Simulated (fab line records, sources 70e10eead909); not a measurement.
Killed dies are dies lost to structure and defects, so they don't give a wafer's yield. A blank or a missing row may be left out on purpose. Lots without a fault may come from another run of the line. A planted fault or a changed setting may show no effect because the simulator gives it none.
A struck lot beside a sound one | flow nand_harc | 15 steps out of a route of 1302
Sound: wafers L182.2, L182.3, L182.6. Struck: wafers L190.2, L190.3. (L190.4 of the same lot was not struck and is left out.) The cause comes at the end.
At each step with rows: each side's tool, then ch and its chambers, then its first start. Under that, the readings that differ: sound wafers | struck wafers | difference of the means | sigmas: that difference in standard deviations of wafers without a fault.
alike: readings whose means differ by less than 2 such deviations, and words and numbers that are the same on both sides. not compared: withheld readings, readings that some wafer has no value for, bounds like >300 that may hide the same value, and numbers for which the record gives no deviation and whose values overlap.
The two part at a step that has a row with sigmas, a row that says differs or no value, or rows on one side only. Numbers that don't overlap but have no deviation are shown without sigmas and don't part them. A reading that every wafer of one side lacks parts them only if that side has two wafers or more.

first, 1 step without rows for these wafers: NHARC_A_ONON_D1_DEP_12 (target thk 1000 nm).
NHARC_A_ONON_D1_THK_MEAS_14: measures by ellipsometry.
  sound on film_metro-02, day 8 21:58; struck on film_metro-02, day 12 07:32
  alike: thk_nm
then, 2 steps without rows for these wafers: NHARC_A_ONON_D1_ANNEAL_15 (time 3600 s); NHARC_A_ONON_D1_DEP_16 (target thk 1000 nm).
NHARC_A_ONON_D1_THK_MEAS_18: measures by ellipsometry.
  sound on film_metro-02, day 9 05:46; struck on film_metro-01, day 12 15:14
  alike: thk_nm
then, 1 step without rows for these wafers: NHARC_A_ONON_D1_DEP_19 (target thk 1000 nm).
NHARC_A_ONON_D1_THK_MEAS_21: measures by ellipsometry.
  sound on film_metro-01, day 9 06:20; struck on film_metro-01, day 12 15:48
  alike: thk_nm
then, 1 step without rows for these wafers: NHARC_A_ONON_D1_DEP_22 (target thk 1000 nm).
NHARC_A_ONON_D1_THK_MEAS_24: measures by ellipsometry.
  sound on film_metro-01, day 9 06:53; struck on film_metro-02, day 12 16:22
  alike: thk_nm
then, 1 step without rows for these wafers: NHARC_A_ONON_D1_DEP_25 (target thk 1000 nm).
NHARC_A_ONON_D1_THK_MEAS_27: measures by ellipsometry.
  sound on film_metro-02, day 9 07:28; struck on film_metro-01, day 12 16:56
  alike: thk_nm
NHARC_A_ONON_D1_DEP_28: target thk 1000 nm.
  sound on pecvd_onon-01 ch 0, day 9 07:34; struck on pecvd_onon-04 ch 0, day 12 17:03
  alike: n2_flow_sccm
NHARC_A_ONON_D1_THK_MEAS_30: measures by ellipsometry.
  sound on film_metro-01, day 9 08:02; struck on film_metro-02, day 12 17:30
  reading     | sound       | struck  | difference | sigmas
  thk_nm (nm) | 998 996 999 | 668 668 | -330       | -33
NHARC_A_ONON_D1_DEP_33: deposits SiO2, target thk 200 nm.
  sound on pecvd-01 ch 0,2, day 9 08:08; struck on pecvd-03 ch 1,2, day 12 17:34
  alike: heater_power_w, showerhead_vpp_V, throttle_valve_pct
-- the record jumps here: 16 days lie between the struck wafers' starts before and after (it left off in module A_ONON_D1 and takes up again in module END, whose first step shown is number 1302 of the route) --
NHARC_END_SORT_01:
  the record has rows for the struck wafers here (prober-02 ch 0, day 28 08:04) and none for the sound ones

WHERE THEY PART
First at NHARC_A_ONON_D1_THK_MEAS_30; last, within this record, at NHARC_END_SORT_01.

WHY: what the simulator had put in
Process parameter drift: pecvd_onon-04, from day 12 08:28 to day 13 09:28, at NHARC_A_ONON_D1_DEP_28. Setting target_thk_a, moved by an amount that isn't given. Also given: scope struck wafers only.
